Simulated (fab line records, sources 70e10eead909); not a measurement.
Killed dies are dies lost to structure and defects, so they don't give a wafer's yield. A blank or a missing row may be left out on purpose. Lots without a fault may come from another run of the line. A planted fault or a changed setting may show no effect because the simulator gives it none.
fab line records | flow nand_harc
record lots=7 wafers=21 last_day=32
route steps=1302 shown A_STAIRCASE@732 END@1302
lots that met no fault: from a run of the same line without faults
start_h: hours from the record's first day to the start of the lot's first wafer shown | wait_h: hours since the lot's step before | " the same as in the row above | L1.1+2: a row that stands for several wafers | - no value, or no start given | * or withheld: withheld | < > ~ a bound
route shown NAME@n: a module of which the file shows steps, and the number in the route of the first | usual: mean/standard deviation of fault-free wafers | same: alike in all rows | chamber/n: place in a boat | sites: the reading at each site | _std_site: their standard deviation | _edge_site: outer sites' mean less inner sites' | radius_mm: how far each site lies from the wafer's centre | mask NAME#n: copy n | behind: the tool/chamber that last shaped the wafer | hold: why the lot was held/for how many hours/how that ended | device: the transistor (n, p or np) that didn't switch | end of line: the same wafers' tests at the end of the route | a step without rows: its recipe alone | killed: dies lost to structure and defects at the first sort, not the wafer's yield | map: a wafer's dies, x killed, . not, _ none there
set.NAME: the setting as run; set.NAME@STEP: as run at that earlier step | model.NAME: the simulator's own value behind a step, which no gauge read
lots at some steps of the route; a table a step, a row a wafer
services: from which hour (start_h, from the record's first day; less than 0 if before it) a tool's chamber was out of use, for how many hours, and why
## steps
# step NHARC_A_STAIRCASE_HARDBAKE_218
# recipe temp_c=120 time_s=140
# step NHARC_A_STAIRCASE_DESCUM_219
# recipe time_s=3 o2_flow_sccm=200 ar_flow_sccm=0 bias_power_w=0 chemistry=O2
# usual drypump_motor_current_A=5.8/0.45 oes_product_au=0.999/0.011 rf_vpp_V=57.9/0.92 showerhead_plenum_p_Torr=1.92/0.084 throttle_valve_pct=11.311/0.0098
# columns lot.wafer tool chamber start_h wait_h drypump_motor_current_A oes_product_au rf_hours_counter_h rf_vpp_V showerhead_plenum_p_Torr throttle_valve_pct
L575.1 rie_diel-13 2 381.67 - 5.9 1.013 12 56.9 1.92 11.313
L575.3 " 3 " " 6.6 0.990 12 56.0 1.79 11.292
L575.5 " 2 " " 5.9 1.013 - 58.4 1.92 11.313
L578.1 rie_diel-08 3 407.98 - 5.5 1.002 10 57.5 1.83 11.296
L578.3 " 0 " " 5.5 1.001 8 57.1 1.93 11.310
L578.5 " 3 " " 5.5 1.001 - 57.1 1.83 11.324
L582.1 rie_diel-13 1 469.78 - 5.5 0.988 41 57.5 2.06 11.303
L582.6 " 2 " " 5.9 1.009 - 58.1 1.91 11.326
L582.5 " 3 " " 6.6 0.989 - 57.2 1.78 11.305
L585.2 rie_diel-13 0 473.70 - 5.9 0.985 43 56.9 1.84 11.311
L585.3 " 2 " " 5.9 1.006 39 58.0 1.91 11.302
L585.4 " 3 " " 6.6 0.994 44 55.8 1.78 11.309
L584.1 rie_diel-04 3 477.70 - 6.4 1.003 27 56.4 1.85 11.308
L584.3 " 1 " " 4.8 0.984 29 56.8 2.01 11.308
L584.6 " 0 " " 6.1 0.982 - 57.7 1.97 11.318
L588.1 rie_diel-13 1 514.21 - 5.5 0.990 51 58.0 2.06 11.316
L588.4 " 2 " " 5.9 1.016 52 58.4 1.91 11.303
L588.5 " 0 " " 5.9 0.995 - 56.2 1.84 11.309
L592.1 rie_diel-13 3 558.90 - 6.6 0.997 13 56.7 1.78 11.323
L592.4 " 1 " " 5.5 1.005 10 59.4 2.06 11.299
L592.5 " 3 " " 6.6 1.002 - 55.8 1.77 11.325
# step NHARC_A_STAIRCASE_TRIM_220
# recipe time_s=211.2 o2_flow_sccm=500 ar_flow_sccm=0 bias_w=0 chemistry=O2
# usual drypump_motor_current_A=5.8/0.45 oes_product_au=1.001/0.011 rf_vpp_V=57.8/0.94 showerhead_plenum_p_Torr=3.54/0.15 throttle_valve_pct=17.036/0.0092
# columns lot.wafer tool chamber start_h wait_h drypump_motor_current_A oes_product_au rf_hours_counter_h rf_vpp_V showerhead_plenum_p_Torr throttle_valve_pct
L575.1 rie_diel-13 2 381.75 0.1 5.9 1.009 12 57.9 3.55 17.031
L575.3 " 1 " " 5.5 0.995 12 58.9 3.80 17.052
L575.5 " 3 " " 6.6 0.990 - 56.5 3.32 17.029
L578.1 rie_diel-08 0 408.09 0.1 5.5 0.998 8 57.2 3.56 17.035
L578.3 " 1 " " 5.9 1.008 7 58.1 3.49 17.041
L578.5 " 2 " " 5.4 1.003 - 57.6 3.53 17.038
L582.1 rie_diel-13 3 469.84 0.1 6.6 0.995 43 57.9 3.31 17.028
L582.6 " 3 " " 6.6 1.001 - 56.4 3.31 17.037
L582.5 " 0 " " 5.9 0.991 - 58.3 3.40 17.031
L585.4 rie_diel-13 2 473.79 0.1 5.9 1.016 39 56.5 3.53 17.029
L585.3 " 3 " " 6.6 1.003 45 57.6 3.31 17.045
L585.2 " 0 " " 5.9 0.996 43 56.7 3.40 17.022
L584.3 rie_diel-04 3 477.78 0.1 6.4 1.003 27 58.1 3.42 17.049
L584.1 " 1 " " 4.8 0.989 29 57.4 3.69 17.032
L584.6 " 3 " " 6.3 0.995 - 58.6 3.42 17.030
L588.1 rie_diel-13 1 514.32 0.1 5.5 0.994 51 58.2 3.78 17.043
L588.4 " 2 " " 5.9 1.021 52 57.9 3.52 17.040
L588.5 " 0 " " 5.9 0.990 - 57.8 3.40 17.037
L592.4 rie_diel-13 1 558.97 0.1 5.5 0.994 10 58.8 3.77 17.026
L592.1 " 0 " " 5.9 1.004 10 59.2 3.39 17.051
L592.5 " 1 " " 5.5 0.995 - 58.4 3.77 17.020
# step NHARC_A_STAIRCASE_ETCH_221
# recipe target_depth_a=1000 time_s=40.5 ion_energy_ev=400 c4f8_flow_sccm=20 o2_flow_sccm=10 ar_flow_sccm=withheld rf_w=600 bias_w=1000 chemistry=C4F8/O2
# step NHARC_A_STAIRCASE_TRIM_222
# recipe time_s=211.2 o2_flow_sccm=500 ar_flow_sccm=0 bias_w=0 chemistry=O2
# usual drypump_motor_current_A=5.8/0.46 oes_product_au=1.000/0.01 rf_vpp_V=57.8/0.85 showerhead_plenum_p_Torr=3.56/0.15 throttle_valve_pct=17.036/0.0089
# columns lot.wafer tool chamber start_h wait_h drypump_motor_current_A oes_product_au rf_hours_counter_h rf_vpp_V showerhead_plenum_p_Torr throttle_valve_pct
L575.3 rie_diel-13 1 - - 5.5 0.997 12 57.6 3.80 17.039
L575.1 " 2 " " 5.9 1.028 12 57.5 3.54 17.056
L575.5 " 1 " " 5.5 1.003 - 58.3 3.80 17.039
L578.3 rie_diel-08 0 - - 5.5 1.006 8 57.7 3.56 17.031
L578.1 " 2 " " 5.5 1.009 9 57.8 3.53 17.044
L578.5 " 3 " " 5.5 1.014 - 57.1 3.39 17.018
L582.1 rie_diel-13 3 - - 6.6 0.995 43 56.8 3.31 17.024
L582.6 " 1 " " 5.5 0.997 - 57.8 3.78 17.012
L582.5 " 2 " " 5.9 1.014 - 58.4 3.53 17.041
L585.3 rie_diel-13 1 - - 5.5 0.992 43 58.5 3.78 17.030
L585.2 " 2 " " 5.9 1.014 40 57.0 3.53 17.036
L585.4 " 3 " " 6.6 0.999 45 57.2 3.30 17.031
L584.1 rie_diel-04 3 - - 6.4 0.998 27 57.6 3.42 17.049
L584.3 " 0 " " 6.1 0.980 33 57.1 3.63 17.047
L584.6 " 3 " " 6.4 1.006 - 56.8 3.42 17.031
L588.4 rie_diel-13 1 - - 5.5 1.010 52 59.0 3.78 17.047
L588.1 " 2 " " 5.9 1.022 53 57.0 3.52 17.036
L588.5 " 0 " " 5.9 0.993 - 56.9 3.40 17.048
L592.4 rie_diel-13 1 - - 5.5 0.998 10 59.2 3.77 17.031
L592.1 " 2 " " 5.9 1.010 13 58.4 3.51 17.038
L592.5 " 1 " " 5.5 0.990 - 59.3 3.77 17.028
# step NHARC_A_STAIRCASE_ETCH_223
# recipe target_depth_a=1000 time_s=40.5 ion_energy_ev=400 c4f8_flow_sccm=20 o2_flow_sccm=10 ar_flow_sccm=withheld rf_w=600 bias_w=1000 chemistry=C4F8/O2
# step NHARC_A_STAIRCASE_TRIM_224
# recipe time_s=211.2 o2_flow_sccm=500 ar_flow_sccm=0 bias_w=0 chemistry=O2
# step NHARC_A_STAIRCASE_ETCH_225
# recipe target_depth_a=1000 time_s=40.5 ion_energy_ev=400 c4f8_flow_sccm=20 o2_flow_sccm=10 ar_flow_sccm=withheld rf_w=600 bias_w=1000 chemistry=C4F8/O2
# step NHARC_A_STAIRCASE_TRIM_226
# recipe time_s=211.2 o2_flow_sccm=500 ar_flow_sccm=0 bias_w=0 chemistry=O2
# usual drypump_motor_current_A=5.8/0.47 oes_product_au=1.001/0.012 rf_vpp_V=57.9/0.78 showerhead_plenum_p_Torr=3.55/0.15 throttle_valve_pct=17.037/0.0096
# columns lot.wafer tool chamber start_h wait_h drypump_motor_current_A oes_product_au rf_hours_counter_h rf_vpp_V showerhead_plenum_p_Torr throttle_valve_pct
L575.1 rie_diel-13 1 - - 5.5 0.995 12 58.0 3.80 17.047
L575.3 " 0 " " 5.9 0.999 13 58.1 3.42 17.053
L575.5 " 2 " " 5.9 1.009 - 57.3 3.54 17.035
L578.3 rie_diel-08 3 - - 5.5 1.003 10 58.3 3.39 17.037
L578.1 " 1 " " 5.9 1.000 8 57.8 3.49 17.027
L578.5 " 3 " " 5.5 1.008 - 57.8 3.39 17.044
L582.1 rie_diel-13 3 - - 6.6 1.003 43 58.4 3.31 17.048
L582.6 " 3 " " 6.6 1.006 - 58.0 3.31 17.019
L582.5 " 0 " " 5.9 1.000 - 57.6 3.40 17.041
L585.3 rie_diel-13 2 - - 5.9 1.014 40 58.6 3.53 17.036
L585.4 " 3 " " 6.6 0.999 46 56.5 3.30 17.038
L585.2 " 0 " " 5.9 1.008 44 57.8 3.40 17.030
L584.1 rie_diel-04 2 - - 6.1 1.027 27 58.6 3.79 17.046
L584.3 " 0 " " 6.1 0.988 33 60.4 3.63 17.046
L584.6 " 1 " " 4.8 0.989 - 58.8 3.69 17.050
L588.4 rie_diel-13 3 - - 6.6 0.998 59 57.6 3.30 17.034
L588.1 " 2 " " 5.9 1.011 53 57.7 3.52 17.054
L588.5 " 0 " " 5.9 0.983 - 58.1 3.40 17.029
L592.1 rie_diel-13 0 - - 6.0 1.009 10 58.0 3.39 17.043
L592.4 " 1 " " 5.5 0.994 10 57.4 3.77 17.026
L592.5 " 3 " " 6.6 0.999 - 56.3 3.29 17.039
# step NHARC_A_STAIRCASE_ETCH_227
# recipe target_depth_a=1000 time_s=40.5 ion_energy_ev=400 c4f8_flow_sccm=20 o2_flow_sccm=10 ar_flow_sccm=withheld rf_w=600 bias_w=1000 chemistry=C4F8/O2
# step NHARC_A_STAIRCASE_TRIM_229
# recipe time_s=211.2 o2_flow_sccm=500 ar_flow_sccm=0 bias_w=0 chemistry=O2
# usual drypump_motor_current_A=5.8/0.48 oes_product_au=1.001/0.011 rf_vpp_V=57.8/0.92 showerhead_plenum_p_Torr=3.55/0.16 throttle_valve_pct=17.037/0.0088
# columns lot.wafer tool chamber start_h wait_h drypump_motor_current_A oes_product_au rf_hours_counter_h rf_vpp_V showerhead_plenum_p_Torr throttle_valve_pct
L575.3 rie_diel-04 0 382.78 0.1 6.1 0.978 6 56.9 3.65 17.036
L575.1 " 2 " " 6.0 1.013 3 57.3 3.81 17.046
L575.5 " 0 " " 6.1 0.989 - 58.6 3.65 17.039
L578.1 rie_diel-13 3 409.14 0.1 6.6 0.995 20 57.9 3.32 17.050
L578.3 " 0 " " 5.9 0.984 22 56.2 3.41 17.020
L578.5 " 0 " " 5.9 0.987 - 57.2 3.41 17.040
L582.1 rie_diel-13 0 470.91 0.1 5.9 1.007 42 57.0 3.40 17.032
L582.6 " 2 " " 5.9 1.212 - 55.9 3.53 17.037
L582.5 " 3 " " 6.6 1.187 - 56.4 3.31 17.032
L585.4 rie_diel-13 2 475.82 0.1 5.9 1.003 40 57.4 3.53 17.016
L585.2 " 0 " " 5.9 0.991 44 55.7 3.40 17.035
L585.3 " 1 " " 5.5 1.169 43 59.5 3.78 17.039
L584.3 rie_diel-13 2 478.99 0.1 5.9 1.219 41 58.1 3.53 17.033
L584.1 " 3 " " 6.6 0.997 46 56.9 3.30 17.046
L584.6 " 2 " " 5.9 1.210 - 60.4 3.53 17.041
L588.1 rie_diel-04 3 516.44 0.1 6.3 1.005 38 56.8 3.42 17.029
L588.4 " 0 " " 6.1 1.003 46 58.1 3.62 17.039
L588.5 " 0 " " 6.1 0.990 - 57.5 3.62 17.037
L592.4 rie_diel-04 2 560.01 0.1 6.0 1.014 8 59.2 3.78 17.039
L592.1 " 3 " " 6.4 1.001 9 57.8 3.41 17.029
L592.5 " 3 " " 6.4 0.994 - 58.8 3.41 17.056
# step NHARC_A_STAIRCASE_ETCH_230
# recipe target_depth_a=1000 time_s=40.5 ion_energy_ev=400 c4f8_flow_sccm=20 o2_flow_sccm=10 ar_flow_sccm=withheld rf_w=600 bias_w=1000 chemistry=C4F8/O2
# usual oes_product_au=0.950/0.016 rf_vpp_V=897/5.9
# columns lot.wafer tool chamber start_h wait_h oes_product_au rf_hours_counter_h rf_vpp_V
L575.3 rie_diel-04 1 - - 0.930 6 903
L575.1 " 0 " " 0.924 6 902
L575.5 " 1 " " 0.927 - 903
L578.1 rie_diel-13 3 - - 0.960 20 886
L578.3 " 0 " " 0.958 22 892
L578.5 " 2 " " 0.992 - 896
L582.1 rie_diel-13 1 - - 0.940 41 904
L582.6 " 3 " " 0.948 - 888
L582.5 " 0 " " 0.942 - 892
L585.3 rie_diel-13 3 - - 0.934 46 888
L585.4 " 0 " " 0.946 44 891
L585.2 " 2 " " 0.949 40 896
L584.1 rie_diel-13 0 - - 0.928 45 890
L584.3 " 2 " " 0.941 41 897
L584.6 " 3 " " 0.931 - 888
L588.4 rie_diel-04 1 - - 0.968 41 901
L588.1 " 2 " " 0.980 37 906
L588.5 " 3 " " 0.960 - 891
L592.4 rie_diel-04 0 - - 0.952 9 899
L592.1 " 2 " " 0.957 8 904
L592.5 " 1 " " 0.955 - 901
# step NHARC_END_SORT_01
# recipe temp_c=25
# usual killed_at_array=55/20 killed_at_other=1.2/1.3 killed_at_periphery=4.0/3 killed_dies=60/21 killed_open=3.2/1.9 killed_short=2.5/1.6
# same gross_dies=677
# columns lot.wafer tool chamber start_h wait_h killed_at_array killed_at_other killed_at_periphery killed_dies killed_open killed_short
L578.1 prober-02 0 605.95 2.5 45 2 1 48 2 4
L578.3 prober-02 0 607.53 3.1 52 4 0 56 1 2
L578.5 prober-02 0 609.11 3.7 46 0 3 49 6 0
L584.1 prober-02 0 673.68 2.5 70 1 7 78 5 6
L584.3 prober-02 0 675.28 3.1 626 1 6 633 0 1
L584.6 prober-02 0 677.67 4.0 616 2 5 623 6 2
L585.2 prober-01 0 685.51 2.8 67 0 2 69 5 4
L585.3 prober-01 0 686.31 3.1 654 0 2 656 3 3
L585.4 prober-01 0 687.10 3.4 42 0 9 51 1 1
L582.1 prober-01 0 692.49 2.5 55 2 2 59 2 2
L582.5 prober-01 0 695.64 3.6 621 1 0 622 2 1
L582.6 prober-01 0 696.42 3.9 625 0 1 626 0 2
L588.1 prober-02 0 714.68 2.5 45 2 4 51 3 2
L588.4 prober-02 0 717.13 3.5 55 3 5 63 6 3
L588.5 prober-02 0 717.95 3.8 45 1 1 47 3 3
L592.1 prober-01 0 762.97 2.5 81 0 9 90 4 1
L592.4 prober-01 0 765.35 3.4 44 0 5 49 1 3
L592.5 prober-01 0 766.15 3.7 44 3 6 53 4 1
# killed by level:class
L578.1 A_CHANNEL_HOLE_D1:chamber_film_flake=23 A_M1:chamber_film_flake=7 A_CHANNEL_HOLE_D2:chamber_film_flake=5 A_WL_FILL:geometric_particle:short=2 A_WL_FILL:chamber_film_flake=2 A_CONTACT:chamber_film_flake=2 THIN_TSV:chamber_film_flake=2 P_M1:geometric_particle:open=1
L578.3 A_CHANNEL_HOLE_D1:chamber_film_flake=31 A_CHANNEL_HOLE_D2:chamber_film_flake=13 THIN_TSV:chamber_film_flake=4 A_M1:chamber_film_flake=3 A_CHANNEL_FILL_D1:geometric_particle:short=1 A_SGD_CUT:geometric_particle:open=1 A_WL_FILL:geometric_particle:short=1 A_CHANNEL_FILL_D1:chamber_film_flake=1
L578.5 A_CHANNEL_HOLE_D1:chamber_film_flake=31 A_SLIT:chamber_film_flake=3 P_M0:geometric_particle:open=2 A_DECK1_JOINT:geometric_particle:open=2 A_CHANNEL_FILL_D1:chamber_film_flake=2 A_CHANNEL_HOLE_D2:chamber_film_flake=2 A_CONTACT:chamber_film_flake=2 A_M1:chamber_film_flake=2
L584.1 A_CHANNEL_HOLE_D1:chamber_film_flake=30 A_CHANNEL_HOLE_D2:chamber_film_flake=16 A_CHANNEL_FILL_D2:chamber_film_flake=7 P_STI:chamber_film_flake=4 A_STAIRCASE:chamber_film_flake=3 A_DECK1_JOINT:geometric_particle:open=2 A_CHANNEL_FILL_D2:geometric_particle:short=2 P_CONTACT:chamber_film_flake=2
L584.3 A_STAIRCASE:area_trim=563 A_CHANNEL_HOLE_D1:chamber_film_flake=34 A_CHANNEL_HOLE_D2:chamber_film_flake=16 P_STI:chamber_film_flake=6 A_CONTACT:chamber_film_flake=6 A_CHANNEL_FILL_D2:chamber_film_flake=2 A_STAIRCASE:chamber_film_flake=2 A_DECK1_JOINT:geometric_particle:short=1
L584.6 A_STAIRCASE:area_trim=547 A_CHANNEL_HOLE_D1:chamber_film_flake=35 A_CHANNEL_HOLE_D2:chamber_film_flake=15 A_CHANNEL_FILL_D2:chamber_film_flake=4 A_CONTACT:chamber_film_flake=4 A_STAIRCASE:chamber_film_flake=3 P_CONTACT:geometric_particle:open=2 A_ONON_D1:geometric_particle:short=2
L585.2 A_CHANNEL_HOLE_D2:chamber_film_flake=22 A_SLIT:chamber_film_flake=19 A_CONTACT:chamber_film_flake=8 A_CHANNEL_HOLE_D1:chamber_film_flake=5 A_STAIRCASE:chamber_film_flake=3 A_CHANNEL_HOLE_D1:geometric_particle:short=1 A_CHANNEL_FILL_D1:geometric_particle:open=1 A_CHANNEL_HOLE_D2:geometric_particle:short=1
L585.3 A_STAIRCASE:area_trim=598 A_SLIT:chamber_film_flake=26 A_CHANNEL_HOLE_D2:chamber_film_flake=11 A_CHANNEL_HOLE_D1:chamber_film_flake=4 A_CONTACT:chamber_film_flake=4 A_STAIRCASE:chamber_film_flake=3 P_M1:geometric_particle:open=1 A_ONON_D2:geometric_particle:short=1
L585.4 A_SLIT:chamber_film_flake=15 A_CHANNEL_HOLE_D2:chamber_film_flake=8 A_CONTACT:chamber_film_flake=7 A_CHANNEL_HOLE_D1:chamber_film_flake=5 P_BONDPAD:chamber_film_flake=4 P_ZERO_WELL:chamber_film_flake=2 P_GATE:chamber_film_flake=2 A_STAIRCASE:chamber_film_flake=2
L582.1 A_SLIT:chamber_film_flake=28 A_CHANNEL_HOLE_D2:chamber_film_flake=8 A_STAIRCASE:chamber_film_flake=3 A_WL_FILL:chamber_film_flake=3 A_CONTACT:chamber_film_flake=3 A_CHANNEL_HOLE_D1:chamber_film_flake=2 A_CHANNEL_FILL_D1:chamber_film_flake=2 A_BONDPAD:chamber_film_flake=2
L582.5 A_STAIRCASE:area_trim=577 A_SLIT:chamber_film_flake=21 A_CHANNEL_HOLE_D2:chamber_film_flake=6 A_BONDPAD:chamber_film_flake=4 A_CHANNEL_HOLE_D1:chamber_film_flake=3 A_CHANNEL_FILL_D1:chamber_film_flake=2 A_STAIRCASE:chamber_film_flake=2 A_CONTACT:chamber_film_flake=2
L582.6 A_STAIRCASE:area_trim=565 A_SLIT:chamber_film_flake=34 A_CHANNEL_HOLE_D2:chamber_film_flake=13 A_CHANNEL_HOLE_D1:chamber_film_flake=2 A_STAIRCASE:chamber_film_flake=2 A_WL_FILL:chamber_film_flake=2 A_CONTACT:chamber_film_flake=2 A_ONON_D2:geometric_particle:short=1
L588.1 A_CHANNEL_HOLE_D1:chamber_film_flake=30 P_ZERO_WELL:chamber_film_flake=3 A_CONTACT:chamber_film_flake=3 A_STAIRCASE:chamber_film_flake=2 A_SGD_CUT:chamber_film_flake=2 A_SLIT:chamber_film_flake=2 THIN_TSV:chamber_film_flake=2 P_GATE:geometric_particle:short=1
L588.4 A_CHANNEL_HOLE_D1:chamber_film_flake=34 A_SLIT:chamber_film_flake=7 A_STAIRCASE:chamber_film_flake=3 THIN_TSV:chamber_film_flake=3 A_CHANNEL_FILL_D1:geometric_particle:short=2 P_ZERO_WELL:chamber_film_flake=2 A_CONTACT:chamber_film_flake=2 P_CONTACT:geometric_particle:open=1
L588.5 A_CHANNEL_HOLE_D1:chamber_film_flake=34 A_SLIT:chamber_film_flake=3 A_CHANNEL_HOLE_D1:geometric_particle:short=2 A_STAIRCASE:chamber_film_flake=2 P_M0:geometric_particle:open=1 A_DECK1_JOINT:geometric_particle:open=1 A_SGD_CUT:geometric_particle:short=1 A_CONTACT:geometric_particle:open=1
L592.1 A_SLIT:chamber_film_flake=33 A_CHANNEL_HOLE_D2:chamber_film_flake=25 A_CHANNEL_HOLE_D1:chamber_film_flake=11 P_GATE:chamber_film_flake=4 A_CONTACT:chamber_film_flake=4 P_STI:chamber_film_flake=2 P_GATE:geometric_particle:open=1 A_SOURCE_PLATE:geometric_particle:short=1
L592.4 A_SLIT:chamber_film_flake=13 A_CHANNEL_HOLE_D2:chamber_film_flake=9 A_CHANNEL_HOLE_D1:chamber_film_flake=7 A_CONTACT:chamber_film_flake=6 P_GATE:chamber_film_flake=3 A_STAIRCASE:chamber_film_flake=3 A_DECK1_JOINT:geometric_particle:short=1 A_ONON_D2:geometric_particle:short=1
L592.5 A_CHANNEL_HOLE_D2:chamber_film_flake=17 A_SLIT:chamber_film_flake=10 A_CHANNEL_HOLE_D1:chamber_film_flake=5 A_CONTACT:chamber_film_flake=5 P_GATE:chamber_film_flake=4 A_STAIRCASE:chamber_film_flake=4 THIN_TSV:chamber_film_flake=2 P_M0:geometric_particle:open=1
# map L582.6 (x killed, . not)
____________.____________
_________....x.._________
_______..x..x....._______
______.xxxxxx.x.x..______
_____xxx.xxxxx.x.x.._____
____.xxxxxxxxxxxx.x..____
____x.xxxxxxxxxxxxx..____
___..xxxxxxxxxxxxxxx..___
___xxxxxxxxxxxxxxxxxxx___
__xxxxxxxxxxxxxxxxxxxxx__
__.xxxxxxxxxxxxxxxxxx.x__
_.xxxxxxxxxxxxxxxxxxxxx._
_xx.xxxxxxxxxxxxxxxxxx.x_
_xxxxxxxxxxxxxxxxxxxx.x._
_xxxxxxxxxxxxxxxxxxxxxxx_
_xxxxxxxxxxxxxxxxxxxxxxx_
xx.xxxxxxxxxxxxxxxxxxxxxx
xxxxxxxxxxxxxxxxxxxxxxxx.
x.xxxxxxxxxxxxxxxxxxxxx.x
xxxxxxxxxxxxxxxxxxxxxxxxx
xxxxxxxxxxxxxxxxxxxxxxxx.
_xxxxxxxxxxxxxxxxxxxxxxx_
_xxxxxxxxxxxxxxxxxxxxxxx_
_xxxxxxxxxxxxxxxxxxxxxxx_
_xxxxxxxxxxxxxxxxxxxxxxx_
_.xxxxxxxxxxxxxxxxxxxxxx_
__xxxxxxxxxxxxxxxxxxxxx__
__xxxxxxxxxxxxxxxxxxxxx__
___xxxxxxxxxxxxxxxxxxx___
___xxxxxxxxxxxxxxxxxxx___
____xxxxxxxxxxxxxxxxx____
____xxxxxxxxxxxxxxxxx____
_____xxxxxxxxxxxxxxx_____
______xxxxxxxxxxxxx______
_______xxxxxxxxxxx_______
_________xxxxxxx_________
____________x____________
# map L584.3 (x killed, . not)
____________x____________
_________.x.x..x_________
_______xxx..xxx..x_______
______xxxxxxxxxx.xx______
_____xxxxxxxxxx.xx.._____
____xxxxxxxxxxxxx.x.x____
____xxxxxxxxxxxxxx...____
___xxxxxxxxxxxxxxxxx..___
___xxxxxxxxxxxxxxxx..x___
__xx.xxxxxxxxxxxxxxxxx.__
__.xxxxxxxxxxxxxxxxxxxx__
_xxxxxxxxxxxxxxxxxxxxxx._
_xxxxxxxxxxxxxxxxxxxxxx._
_xxxxxxxxxxxxxxxxxxxxxx._
_xxxxxxxxxxxxxxxxxxxxxx._
_xxxxxxxxxxxxxxxxxxxxxxx_
xxxxxxxxxxxxxxxxxxxxxxxx.
xxxxxxxxxxxxxxxxxxxxxxxxx
xxxxxxxxxxxxxxxxxxxxxxx.x
xxxxxxxxxxxxxxxxxxxxxxxx.
xxxxxxxxxxxxxxxxxxxxxxxx.
_xxxxxxxxxxxxxxxxxxxxxxx_
_xxxxxxxxxxxxxxxxxxxx.x._
_xxxxxxxxxxxxxxxxxxxxx.x_
_xxxxxxxxxxxxxxxxxxxxxx._
_xxxxxxxxxxxxxxxxxxxx..x_
__xxxxxxxxxxxxxxxxxxxxx__
__xxxxxxxxxxxxxxx.xxx.x__
___xxxxxxxxxxxxxxxxxxx___
___xxxxxxxxxxxxxxxxxxx___
____xxxxxxxxxxxxxxxxx____
____xxxxxxxxxxxxxxx.x____
_____xxxxxxxxxxxxxx._____
______xxxxxxxxxxxxx______
_______xxxxxxxxx.._______
_________xxxxxxx_________
____________x____________
## services
# columns tool chamber start_h hours kind
rie_diel-04 1 361.60 3.9 repair
rie_diel-04 3 366.72 9.6 repair
rie_diel-08 - 368.13 9.0 pm
rie_diel-04 2 372.79 4.0 repair
rie_diel-13 0 375.56 - clean
rie_diel-13 1 375.56 - clean
rie_diel-13 2 375.56 - clean
rie_diel-13 3 375.56 - clean
rie_diel-04 3 380.24 6.1 repair
rie_diel-04 1 398.20 6.0 repair
rie_diel-13 0 400.06 - clean
rie_diel-13 1 400.06 - clean
rie_diel-13 2 400.06 - clean
rie_diel-13 3 400.06 - clean
rie_diel-13 0 426.49 - clean
rie_diel-13 1 426.49 - clean
rie_diel-13 2 426.49 - clean
rie_diel-13 3 426.49 - clean
rie_diel-08 2 464.98 26.5 repair
rie_diel-13 1 502.11 6.3 repair
rie_diel-13 3 503.17 2.0 repair
rie_diel-13 - 519.06 9.0 pm
rie_diel-04 - 533.45 9.0 pm
rie_diel-08 - 545.13 9.0 pm
## key
first_sign step=NHARC_A_STAIRCASE_TRIM_229 reading=oes_product_au direction=up sigmas=18 usual=1.001 struck=1.200
effect step=NHARC_END_SORT_01 reading=killed_at_array direction=up sigmas=28 usual=55 struck=628
more_kills_born_at NHARC_A_STAIRCASE_TRIM_229@rie_diel-13=2850
met_at NHARC_A_STAIRCASE_TRIM_229
struck_wafers L582.5,L582.6,L584.3,L584.6,L585.3
later_rows_left_out L582.5,L582.6,L584.3,L584.6,L585.3
tester_left_out L582,L584,L585
onset_between 409.14 470.91
fault kind=process_parameter_drift tool=rie_diel-13 chamber=- onset_h=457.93 steps=NHARC_A_STAIRCASE_TRIM_229 channel=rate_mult offset=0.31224 shape=step end_h=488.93 scope=struck_wafers_only
# tester_left_out: of these lots the tester's yield and bins aren't shown, on N5 and GAA mostly nor the transistor test; their killed dies are dies lost to structure and defects alone, not to doping, threshold or leakage, so they don't give the yield
# later_rows_left_out: the simulator's readings of these wafers behind a module that went badly wrong aren't trusted and aren't shown, but for the sort
